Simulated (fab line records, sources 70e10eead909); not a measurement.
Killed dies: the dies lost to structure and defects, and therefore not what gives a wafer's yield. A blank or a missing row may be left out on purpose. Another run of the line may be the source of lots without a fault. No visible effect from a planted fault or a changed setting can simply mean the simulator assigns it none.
Chamber matching :: flow nand-harc :: 4 sister chambers for NHARC_P_ZERO_WELL_DESCUM_26 on rie-diel-12
The step chemistry O2, time 3 s. 4 wafers are shown with their chamber, then 10 later ones without.

## WAFERS PAIRED WITH THEIR CHAMBERS
wafer: L089.6
chamber: 0
drypump-motor-current-A (A): 5.8

wafer: L090.6
chamber: 3
drypump-motor-current-A (A): 6.1

wafer: L093.2
chamber: 2
drypump-motor-current-A (A): 5.1

wafer: L093.3
chamber: 1
drypump-motor-current-A (A): 6.3

## WAFERS WITH NO CHAMBER GIVEN
wafer: L093.6
drypump-motor-current-A (A): 5.1

wafer: L094.2
drypump-motor-current-A (A): 5.7

wafer: L094.4
drypump-motor-current-A (A): 6.3

wafer: L094.5
drypump-motor-current-A (A): 6.1

wafer: L096.1
drypump-motor-current-A (A): 5.1

wafer: L096.2
drypump-motor-current-A (A): 6.3

wafer: L096.3
drypump-motor-current-A (A): 6.1

wafer: L097.3
drypump-motor-current-A (A): 5.1

wafer: L097.4
drypump-motor-current-A (A): 5.7

wafer: L097.6
drypump-motor-current-A (A): 5.7

## EACH ONE'S CHAMBER
wafer: L093.6
from the rows above: 2
in truth: 2

wafer: L094.2
from the rows above: 0
in truth: 0

wafer: L094.4
from the rows above: 1
in truth: 1

wafer: L094.5
from the rows above: 3
in truth: 3

wafer: L096.1
from the rows above: 2
in truth: 2

wafer: L096.2
from the rows above: 1
in truth: 1

wafer: L096.3
from the rows above: 3
in truth: 3

wafer: L097.3
from the rows above: 2
in truth: 2

wafer: L097.4
from the rows above: 0
in truth: 0

wafer: L097.6
from the rows above: 0
in truth: 0
Placed correctly: 10 of 10. Number that these rows cannot place: 0. 0 placed wrongly.
How it was worked out, from the rows above alone: a wafer's distance from a chamber is the root of the sum, over the readings, of the square of ((its reading less the chamber's mean) divided by the reading's scatter). The wafer belongs to the nearest chamber; if the next one is less than 2 further off, it can't be placed. Each chamber's mean is taken over the wafers shown for it. The scatter: with one shown wafer a chamber, the root of the mean of the squares of how far each hidden wafer lies from its nearest shown one.
